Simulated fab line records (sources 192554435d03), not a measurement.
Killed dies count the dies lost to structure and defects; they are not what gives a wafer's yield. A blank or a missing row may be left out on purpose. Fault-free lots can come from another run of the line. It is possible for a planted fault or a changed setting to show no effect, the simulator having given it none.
fab line records	flow n5-finfet
[record] lots = 7	wafers = 18	last-day = 19
route steps=1938 shown BEOL_M2@875 BEOL_M4@1111
lots untouched by any fault: they come from a run of this same line in which no faults occurred
start-h: start of the lot's first displayed wafer, in hours after the record's first day	wait-h: hours since the lot's step before	" repeats the value in the row above	L1.1+2: several wafers, shown together as one row	- no value present, or no start provided	* or withheld: withheld	< > ~ a bound
route shown NAME@n: a module of which the file shows steps, and the number in the route of the first	usual: mean/standard deviation taken from wafers without a fault	same: alike in all rows	chamber/n: place in a boat	sites: the reading at each site	_std_site: the values' standard deviation	_edge_site: mean of outer sites minus mean of inner sites	radius-mm: for every site, how far away it sits from the centre of the wafer	mask NAME#n: copy n	behind: tool/chamber where the wafer was last shaped	hold: reason for holding the lot/hours on hold/outcome of the hold	device: names the non-switching transistor (n, p or np)	end of line: the route-end tests of the same wafers	a step without rows: its recipe alone	killed: count of dies lost to structure and defects at first sort (not the wafer's yield)	map: shows each die of a wafer: x if killed, . if not, _ if none is there
set.NAME: the setting that was run; set.NAME@STEP: the one run at that earlier step	model.NAME: the simulator's own value behind a step, which no gauge read
lots at some steps of the route; a table a step, a row a wafer
services: a tool's chamber out of use, with start hour (start-h, from the record's first day; less than 0 if before it), hours out, and reason
[[steps]]
[step N5_BEOL_M2_DEVELOP_27]
[recipe] develop-time-s = 30	developer = TMAH	resist = CAR-EUV	rinse-liquid = surfactant-rinse	dry = air-spin	dev-temp-c = 23
[step N5_BEOL_M2_CD_MEAS_28]
[recipe] target-cd-nm = 26.2	landing-energy-ev = 500	detector = se-inlens	target-cd-y-nm = 24.1	polarity = opening
[usual] cd-nm = 26.23/0.26
[same] landing-energy-ev = 500
lot.wafer	tool	chamber	start-h	wait-h	cd-nm
L824.1	cd-sem-02	0	135.40	-	26.46
L824.4	"	0	"	"	26.17
L824.6	"	0	"	"	25.95
L830.3	cd-sem-03	0	171.69	-	26.09
L830.4	"	0	"	"	26.26
L830.6	"	0	"	"	26.18
L833.2	cd-sem-02	0	200.61	-	25.78
L833.4	"	0	"	"	25.91
L836.1	cd-sem-02	0	211.52	-	25.89
L836.4	"	0	"	"	26.31
L838.2	cd-sem-03	0	223.96	-	26.59
L838.4	"	0	"	"	25.84
L842.2	cd-sem-03	0	262.30	-	25.99
L842.4	"	0	"	"	25.83
L842.6	"	0	"	"	26.13
L846.2	cd-sem-01	0	285.37	-	26.29
L846.4	"	0	"	"	25.85
L846.5	"	0	"	"	26.55
[step N5_BEOL_M2_OVL_MEAS_29]
[recipe] points-per-wafer = 522
[usual] V1_OVL = -0.1/0.84
lot.wafer	tool	chamber	start-h	wait-h	V1_OVL[nm]
L824.1	overlay-01	0	135.43	0.0	-1.0
L824.4	"	0	"	"	1.0
L824.6	"	0	"	"	-1.0
L830.3	overlay-01	0	171.73	0.0	0.4
L830.4	"	0	"	"	0.0
L830.6	"	0	"	"	0.5
L833.2	overlay-02	0	200.64	0.0	-0.6
L833.4	"	0	"	"	-0.8
L836.1	overlay-01	0	211.55	0.0	0.4
L836.4	"	0	"	"	-1.4
L838.2	overlay-01	0	224.00	0.0	-0.4
L838.4	"	0	"	"	0.6
L842.2	overlay-01	0	262.34	0.0	-1.1
L842.4	"	0	"	"	-0.1
L842.6	"	0	"	"	-1.5
L846.2	overlay-01	0	285.40	0.0	1.5
L846.4	"	0	"	"	2.0
L846.5	"	0	"	"	1.5
[step N5_BEOL_M2_INSPECT_30]
[recipe] mode = adi	inspect-instrument = brightfield
[usual] raw-defect-count = 459/97
lot.wafer	tool	chamber	start-h	wait-h	raw-defect-count
L824.1	defect-inspect-01	-	135.49	0.1	426
L824.4	"	-	"	"	426
L824.6	"	-	"	"	381
L830.3	defect-inspect-01	-	171.78	0.0	752
L830.4	"	-	"	"	486
L830.6	"	-	"	"	557
L833.2	defect-inspect-01	-	200.69	0.0	353
L833.4	"	-	"	"	433
L836.1	defect-inspect-02	-	211.61	0.1	426
L836.4	"	-	"	"	363
L838.2	defect-inspect-01	-	224.05	0.0	568
L838.4	"	-	"	"	464
L842.2	defect-inspect-02	-	262.39	0.0	423
L842.4	"	-	"	"	406
L842.6	"	-	"	"	432
L846.2	defect-inspect-02	-	285.46	0.0	468
L846.4	"	-	"	"	368
L846.5	"	-	"	"	501
[step N5_BEOL_M2_DESCUM_33]
[recipe] chemistry = O2	time-s = 7	source-power-w = 50	bias-power-w = 20	pressure-mtorr = 20	rf-frequency-hz = 2.712e+07	temp-c = 40	resist = CAR-EUV	o2-flow-sccm = 225
[usual] drypump-motor-current-A = 5.7/0.45	oes-product-au = 0.79/0.094	rf-vpp-V = 243.5/1	showerhead-plenum-p-Torr = 2.12/0.047	throttle-valve-pct = 20.47/0.21
lot.wafer	tool	chamber	start-h	wait-h	drypump-motor-current-A	oes-product-au	rf-hours-counter-h	rf-vpp-V	showerhead-plenum-p-Torr	throttle-valve-pct
L824.1	rie-diel-06	0	135.53	0.0	5.8	0.92	21	244.8	2.13	20.35
L824.4	"	3	"	"	5.8	0.73	162	243.2	2.10	20.58
L824.6	"	0	"	"	5.8	0.92	-	242.4	2.13	20.36
L830.3	rie-diel-02	1	171.81	0.0	4.9	0.70	222	242.5	2.07	20.51
L830.4	"	2	"	"	5.8	0.87	42	242.7	2.13	20.37
L830.6	"	0	"	"	5.2	0.69	-	245.0	2.16	20.82
L833.2	rie-diel-02	0	200.85	0.2	5.1	0.70	231	242.0	2.15	20.83
L833.4	"	2	"	"	5.8	0.84	-	241.6	2.13	20.39
L836.1	rie-diel-05	3	211.65	0.0	5.3	0.87	40	244.4	2.12	20.21
L836.4	"	0	"	"	6.2	0.72	180	242.3	2.10	20.82
L838.2	rie-diel-05	2	224.08	0.0	5.5	0.67	231	243.8	2.07	20.50
L838.4	"	0	"	"	6.2	0.72	184	243.0	2.10	20.81
L842.2	rie-diel-02	2	262.57	0.2	5.8	0.83	73	243.5	2.12	20.41
L842.4	"	2	"	"	5.8	0.82	-	243.3	2.12	20.41
L842.6	"	1	"	"	5.0	0.67	-	243.2	2.06	20.58
L846.2	rie-diel-02	3	285.49	0.0	6.4	0.86	58	243.9	2.21	20.31
L846.4	"	3	"	"	6.4	0.86	-	245.2	2.21	20.31
L846.5	"	2	"	"	5.8	0.82	-	243.7	2.12	20.43
[step N5_BEOL_M2_ETCH_77]
[recipe] chemistry = N2/H2	target = underlayer	target-depth-a = 65	mask-material = CAR-EUV	time-s = 5.2	ion-energy-ev = 200	pressure-mtorr = 30	source-w = 840	bias-w = 150	n2-flow-sccm = 200	h2-flow-sccm = 200	ends = cleared
[usual] drypump-motor-current-A = 5.7/0.44	etch-rf-on-time-s = 5.22/0.11	oes-product-au = 0.67/0.079	rf-vpp-V = 524.8/2	showerhead-plenum-p-Torr = 2.57/0.057	throttle-valve-pct = 17.85/0.19
lot.wafer	tool	chamber	start-h	wait-h	drypump-motor-current-A	etch-rf-on-time-s	oes-product-au	rf-hours-counter-h	rf-vpp-V	showerhead-plenum-p-Torr	throttle-valve-pct
L824.1	rie-diel-06	0	135.56	0.0	5.8	5.09	0.78	21	524.3	2.58	17.81
L824.4	"	3	"	"	5.9	5.17	0.63	162	525.0	2.52	17.77
L824.6	"	0	"	"	5.8	5.11	0.77	-	524.2	2.58	17.82
L830.3	rie-diel-02	1	171.85	0.0	5.0	5.44	0.59	222	524.3	2.50	17.92
L830.4	"	2	"	"	5.8	5.33	0.72	42	522.3	2.58	17.75
L830.6	"	0	"	"	5.2	5.23	0.59	-	523.9	2.60	18.16
L833.2	rie-diel-02	0	200.89	0.0	5.2	5.27	0.59	231	526.5	2.60	18.13
L833.4	"	2	"	"	5.8	5.37	0.71	-	524.2	2.58	17.79
L836.1	rie-diel-05	3	211.68	0.0	5.3	4.99	0.75	40	523.5	2.60	17.88
L836.4	"	0	"	"	6.2	5.36	0.59	180	522.1	2.52	18.02
L838.2	rie-diel-05	2	224.12	0.0	5.5	5.44	0.57	231	520.6	2.52	17.86
L838.4	"	0	"	"	6.3	5.31	0.60	184	525.4	2.52	18.05
L842.2	rie-diel-02	2	262.61	0.0	5.8	5.21	0.69	73	526.3	2.57	17.82
L842.4	"	2	"	"	5.8	5.26	0.69	-	525.7	2.57	17.84
L842.6	"	1	"	"	5.0	5.39	0.56	-	524.0	2.49	17.93
L846.2	rie-diel-02	3	285.53	0.0	6.3	5.11	0.72	58	528.7	2.67	17.52
L846.4	"	3	"	"	6.4	5.16	0.73	-	527.3	2.67	17.53
L846.5	"	2	"	"	5.8	5.24	0.68	-	524.5	2.56	17.87
[step N5_BEOL_M2_ETCH_69]
[recipe] chemistry = CF4	target = SiARC	target-depth-a = 156	mask-material = CAR-EUV	time-s = 26	ion-energy-ev = 80	pressure-mtorr = 40	source-w = 545	bias-w = 36	Ar_flow_sccm = 100	cf4-flow-sccm = 100	ends = cleared
[usual] cf4-flow-sccm = 99.98/0.27	drypump-motor-current-A = 5.7/0.44	etch-rf-on-time-s = 26.1/0.6	oes-product-au = 0.67/0.081	rf-vpp-V = 184.4/0.89	showerhead-plenum-p-Torr = 2.16/0.048	throttle-valve-pct = 15.64/0.18
lot.wafer	tool	chamber	start-h	wait-h	cf4-flow-sccm	drypump-motor-current-A	etch-rf-on-time-s	oes-product-au	rf-hours-counter-h	rf-vpp-V	showerhead-plenum-p-Torr	throttle-valve-pct
L824.1	rie-diel-06	0	135.58	0.0	100.57	5.8	25.7	0.78	21	184.9	2.18	15.45
L824.4	"	3	"	"	99.69	5.8	26.3	0.64	162	185.1	2.13	15.64
L824.6	"	0	"	"	100.21	5.9	25.8	0.78	-	185.5	2.18	15.47
L830.3	rie-diel-02	1	171.86	0.0	100.15	5.0	26.8	0.59	222	183.2	2.11	15.69
L830.4	"	2	"	"	100.07	5.8	25.8	0.73	42	183.6	2.18	15.51
L830.6	"	0	"	"	100.22	5.2	26.2	0.60	-	184.2	2.20	15.98
L833.2	rie-diel-02	0	200.90	0.0	99.88	5.2	26.2	0.59	231	185.8	2.20	15.99
L833.4	"	2	"	"	99.80	5.8	26.4	0.71	-	184.9	2.17	15.51
L836.1	rie-diel-05	3	211.70	0.0	99.87	5.3	25.2	0.74	40	184.1	2.17	15.36
L836.4	"	0	"	"	99.73	6.2	26.7	0.60	180	183.5	2.12	15.79
L838.2	rie-diel-05	2	224.14	0.0	100.30	5.5	27.0	0.57	231	183.7	2.12	15.72
L838.4	"	0	"	"	100.19	6.2	26.3	0.60	184	184.4	2.12	15.81
L842.2	rie-diel-02	2	262.62	0.0	100.21	5.8	26.2	0.70	73	184.8	2.16	15.57
L842.4	"	2	"	"	100.38	5.8	26.1	0.69	-	184.3	2.16	15.56
L842.6	"	1	"	"	99.84	5.0	27.2	0.57	-	183.0	2.10	15.75
L846.2	rie-diel-02	3	285.54	0.0	100.52	6.3	25.5	0.73	58	185.1	2.25	15.53
L846.4	"	3	"	"	100.55	6.3	25.6	0.74	-	185.6	2.25	15.54
L846.5	"	2	"	"	100.04	5.8	26.1	0.69	-	184.3	2.16	15.58
[step N5_BEOL_M2_ALD_98]
[recipe] material = SiO2	target-thk-a = 25	temp-c = 100	ald-precursor-family = BDEAS	ald-co-reactant = O2-plasma	pulse-time-s = 1	co-reactant-pulse-time-s = 1	purge-time-s = 2	co-reactant-purge-time-s = 2	ald-cycles = 17	pressure-torr = 2
[usual] heater-power-w = 77/4.1	precursor-pulse-height-rel = 1.000/0.019
[same] co-reactant-purge-time-s = 2
lot.wafer	tool	chamber	start-h	wait-h	heater-power-w	precursor-pulse-height-rel
L824.1	ald-sin-03	3	135.66	0.1	82	1.009
L824.4	"	0	"	"	72	1.012
L824.6	"	3	"	"	79	0.983
L830.3	ald-sin-01	0	171.95	0.1	75	1.022
L830.4	"	2	"	"	77	1.004
L830.6	"	0	"	"	76	1.004
L833.2	ald-sin-03	3	200.99	0.1	82	0.999
L833.4	"	3	"	"	82	0.993
L836.1	ald-sin-04	0	211.78	0.1	86	1.004
L836.4	"	2	"	"	76	0.993
L838.2	ald-sin-01	3	224.22	0.1	81	0.970
L838.4	"	1	"	"	74	1.020
L842.2	ald-sin-03	3	262.77	0.1	80	1.006
L842.4	"	2	"	"	70	0.994
L842.6	"	2	"	"	69	0.973
L846.2	ald-sin-04	2	285.63	0.1	77	1.014
L846.4	"	3	"	"	72	0.981
L846.5	"	3	"	"	74	1.007
[step N5_BEOL_M2_ETCHBACK_99]
[recipe] chemistry = CHF3	target = SiO2	target-depth-a = 50	time-s = 10.4	source-w = 215	bias-w = 47	Ar_flow_sccm = 200	CHF3_flow_sccm = 12	ion-energy-ev = 100	pressure-mtorr = 30
[step N5_BEOL_M2_ETCH_70]
[recipe] chemistry = N2/H2	target = SOC	target-depth-a = 800	overetch-a = 240	mask-material = SiARC	temp-c = 40	time-s = 130	ion-energy-ev = 200	pressure-mtorr = 30	source-w = 840	bias-w = 150	n2-flow-sccm = 200	h2-flow-sccm = 200
[usual] drypump-motor-current-A = 5.7/0.43	oes-product-au = 0.57/0.061	rf-vpp-V = 524.5/1.7	run-length-s = 153.3/0.33	showerhead-plenum-p-Torr = 2.56/0.052	throttle-valve-pct = 17.84/0.18
lot.wafer	tool	chamber	start-h	wait-h	drypump-motor-current-A	oes-product-au	rf-hours-counter-h	rf-vpp-V	run-length-s	showerhead-plenum-p-Torr	throttle-valve-pct
L824.1	rie-diel-02	0	151.53	0.0	5.2	0.52	220	525.3	153.2	2.61	18.08
L824.4	"	1	"	"	5.0	0.52	218	522.7	154.1	2.50	17.85
L824.6	"	0	"	"	5.2	0.52	-	526.4	153.3	2.61	18.07
L830.3	rie-diel-05	1	200.85	0.0	5.4	0.54	179	524.1	153.5	2.53	18.03
L830.4	"	0	"	"	6.3	0.52	177	523.4	153.1	2.52	18.00
L830.6	"	1	"	"	5.4	0.54	-	524.2	153.4	2.53	18.05
L836.1	rie-diel-02	3	224.46	0.0	6.4	0.66	31	529.2	153.0	2.68	17.43
L836.4	"	0	"	"	5.2	0.51	242	526.2	153.3	2.60	18.12
L833.2	rie-diel-02	3	227.59	0.0	6.4	0.66	32	526.9	152.6	2.68	17.42
L833.4	"	2	"	"	5.8	0.61	59	525.4	153.5	2.57	17.77
L838.2	rie-diel-02	2	231.24	0.0	5.8	0.61	61	524.5	152.9	2.57	17.75
L838.4	"	0	"	"	5.2	0.50	244	526.5	153.4	2.60	18.13
L842.2	rie-diel-06	2	263.59	0.0	6.3	0.51	229	523.8	152.8	2.50	17.90
L842.4	"	1	"	"	5.8	0.60	64	523.7	153.5	2.60	17.73
L842.6	"	3	"	"	5.9	0.53	-	524.0	153.4	2.50	17.78
L846.2	rie-diel-05	0	299.78	0.0	6.3	0.51	213	523.2	153.4	2.51	18.04
L846.4	"	3	"	"	5.3	0.61	72	525.3	153.5	2.59	17.87
L846.5	"	0	"	"	6.3	0.51	-	524.5	153.2	2.51	18.05
[step N5_BEOL_M2_STRIP_71]
[recipe] chemistry = N2/H2	temp-c = 40	n2-flow-sccm = 200	h2-flow-sccm = 200	rf-frequency-hz = 6e+07
[step N5_BEOL_M2_STRIP_78]
[recipe] chemistry = N2/H2	temp-c = 40	n2-flow-sccm = 200	h2-flow-sccm = 200	rf-frequency-hz = 6e+07
[step N5_BEOL_M2_VIA_ETCH_34]
[recipe] chemistry = C4F6/O2	target-depth-a = 694	mask-material = SOC	pressure-mtorr = 15	ion-energy-ev = 250	taper-deg = 4	time-s = 65.9	source-w = 350	bias-w = 170	Ar_flow_sccm = 300	C4F6_flow_sccm = 10	O2_flow_sccm = 10
[usual] O2_flow_sccm = 10.001/0.029	drypump-motor-current-A = 5.7/0.43	oes-product-au = 0.77/0.091	rf-vpp-V = 660/10	run-length-s = 89.2/0.33	showerhead-plenum-p-Torr = 2.85/0.052	throttle-valve-pct = 30.73/0.2
lot.wafer	tool	chamber	start-h	wait-h	O2_flow_sccm	drypump-motor-current-A	oes-product-au	rf-hours-counter-h	rf-vpp-V	run-length-s	showerhead-plenum-p-Torr	throttle-valve-pct	model.etch.depth-nm	model.SOC_of_BEOL_M2_COAT_67.thk-nm
L824.1	rie-diel-02	0	151.63	0.0	9.996	5.2	0.70	220	655	89.1	2.91	31.06	69.07	51.8
L824.4	"	1	"	"	10.004	4.9	0.69	218	660	89.3	2.83	30.88	67.26	52.2
L824.6	"	0	"	"	10.003	5.2	0.70	-	654	89.7	2.91	31.05	68.72	51.8
L830.3	rie-diel-05	1	200.96	0.0	10.026	5.4	0.73	179	657	88.8	2.80	30.78	69.51	52
L830.4	"	0	"	"	10.025	6.2	0.71	177	668	89.6	2.82	30.99	68.86	52
L830.6	"	1	"	"	10.083	5.4	0.73	-	658	89.0	2.80	30.77	68.79	52.2
L836.1	rie-diel-02	3	224.57	0.0	9.980	6.4	0.90	31	670	88.6	2.98	30.31	70.52	51.4
L836.4	"	0	"	"	9.990	5.2	0.69	242	654	92.8	2.90	31.07	71.51	51.6
L833.2	rie-diel-02	3	227.70	0.0	9.986	6.4	0.89	32	668	88.7	2.98	30.32	69.87	52
L833.4	"	2	"	"	9.993	5.8	0.83	59	649	92.3	2.87	30.62	72.72	51.8
L838.2	rie-diel-02	2	231.34	0.0	9.997	5.8	0.82	61	647	89.0	2.87	30.61	68.73	52
L838.4	"	0	"	"	9.964	5.2	0.68	244	654	93.0	2.90	31.07	71.86	51.4
L842.2	rie-diel-06	2	263.69	0.0	10.031	6.3	0.69	229	687	88.8	2.80	30.71	68.94	52.2
L842.4	"	1	"	"	9.973	5.7	0.82	64	659	89.4	2.89	30.46	70.13	52
L842.6	"	3	"	"	9.960	5.8	0.71	-	645	89.1	2.81	30.68	68.37	52.4
L846.2	rie-diel-05	0	299.88	0.0	9.980	6.2	0.67	213	666	89.3	2.81	31.01	67.79	52.2
L846.4	"	3	"	"	9.965	5.4	0.83	72	650	89.0	2.86	30.67	70.87	51.8
L846.5	"	0	"	"	9.997	6.3	0.67	-	667	89.3	2.81	31.02	67.59	52.4
[step N5_BEOL_M2_STRIP_83]
[recipe] chemistry = C4F6/O2	resist = SiARC	rf-frequency-hz = 6e+07
[step N5_BEOL_M4_RC_MEAS_101]
[usual] DIBL_N = 36.0/1.6	DIBL_P = 35.8/2	IOFF_N = 0.152/0.03	IOFF_P = 0.20/0.031	ION_N = 670/12	ION_P = 459/7.4	SS_N = 71.5/0.56	SS_P = 73.2/0.64	VT_N = 251/3.5	VT_P = -252/3.3
lot.wafer	tool	chamber	start-h	wait-h	DIBL_N[mV/V]	DIBL_P[mV/V]	IOFF_N[nA/um]	IOFF_P[nA/um]	ION_N[uA/um]	ION_P[uA/um]	SS_N[mV/dec]	SS_P[mV/dec]	VT_N[mV]	VT_P[mV]
L824.1	prober-02	0	203.67	0.0	35.3	33.7	0.129	0.17	662	457	71.2	72.3	254	-255
L824.4	"	0	"	"	36.3	34.5	0.146	0.18	672	459	71.9	72.6	253	-252
L824.6	"	0	"	"	37.2	35.6	0.158	0.21	677	464	71.4	72.8	251	-251
L830.3	prober-01	0	241.69	0.3	38.7	37.2	0.189	0.24	674	461	72.8	73.8	248	-248
L830.4	"	0	"	"	37.1	35.6	0.155	0.22	664	460	71.8	73.9	253	-248
L830.6	"	0	"	"	36.7	34.9	0.148	0.20	684	465	71.5	73.1	251	-250
L833.2	prober-02	0	252.90	0.2	34.8	35.0	0.124	0.17	664	456	71.4	73.1	251	-256
L833.4	"	0	"	"	35.9	37.1	0.146	0.19	666	454	72.0	74.0	250	-253
L836.1	prober-02	0	262.11	0.0	35.1	35.8	0.133	0.18	669	455	71.4	72.8	252	-254
L836.4	"	0	"	"	37.1	39.3	0.179	0.23	684	470	71.6	72.8	247	-251
L838.2	prober-02	0	284.50	0.2	37.6	37.2	0.168	0.21	667	453	72.0	74.2	252	-253
L838.4	"	0	"	"	38.1	37.7	0.174	0.22	679	465	71.8	73.9	251	-250
L842.2	prober-02	0	317.56	0.2	37.7	36.7	0.184	0.21	675	455	72.8	73.7	248	-252
L842.4	"	0	"	"	36.0	35.9	0.170	0.20	691	467	71.7	73.9	246	-252
L842.6	"	0	"	"	36.8	35.5	0.168	0.19	677	458	72.2	73.3	249	-250
L846.2	prober-02	0	347.50	0.2	35.4	35.4	0.139	0.17	673	456	71.5	73.4	251	-254
L846.4	"	0	"	"	36.3	36.9	0.164	0.20	669	458	72.8	73.4	249	-254
L846.5	"	0	"	"	34.5	35.0	0.131	0.18	656	457	71.9	72.6	251	-253
[[services]]
tool	chamber	start-h	hours	kind
rie-diel-02	3	114.42	-	clean
rie-diel-02	3	114.42	-	consumable-replace:focus-ring
rie-diel-02	3	114.42	-	consumable-replace:showerhead
rie-diel-02	3	114.42	17.7	scheduled-down
rie-diel-02	3	114.42	17.7	vent-cycle
rie-diel-05	3	118.81	5.5	repair
rie-diel-02	0	153.84	5.9	repair
rie-diel-02	1	156.34	5.9	repair
ald-sin-03	0	163.40	1.3	repair
rie-diel-02	0	190.66	4.0	repair
ald-sin-03	1	199.95	19.4	repair
rie-diel-02	2	212.97	7.8	repair
ald-sin-04	-	220.24	6.1	pm
ald-sin-04	0	227.91	13.5	repair
rie-diel-02	0	233.99	1.9	repair
ald-sin-01	0	250.48	10.1	repair
rie-diel-02	0	250.82	-	clean
rie-diel-02	0	250.82	-	consumable-replace:focus-ring
ald-sin-01	-	255.63	2.8	pm
ald-sin-01	-	259.64	1.6	repair
ald-sin-03	-	270.14	14.0	pm
rie-diel-02	2	274.60	2.7	repair
ald-sin-03	1	286.41	4.9	repair
ald-sin-04	-	289.65	2.8	pm
[[key]]
[first-sign] step = N5_BEOL_M2_VIA_ETCH_34	reading = run-length-s	direction = up	sigmas = 11	usual = *	struck = *
effect none on later readings
[model-effect] step = N5_BEOL_M2_VIA_ETCH_34	value = etch.depth-nm	without = 68.46	struck = 72.03
met-at N5_BEOL_M2_VIA_ETCH_34
struck-wafers L833.4,L836.4,L838.4
[baseline-loss] step = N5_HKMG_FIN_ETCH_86	wafers = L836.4
onset-between 151.63 224.57
[fault] kind = process-parameter-drift	tool = rie-diel-02	chamber = -	onset-h = 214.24	steps = N5_BEOL_M2_VIA_ETCH_34	channel = time-s	offset = *	shape = step	end-h = 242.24	scope = struck-wafers-only	acts-in = *	stated = *
// baseline-loss: these wafers lose ten dies or more at that step, a loss of the line's own and not of a fault; the sort's usual values leave them out
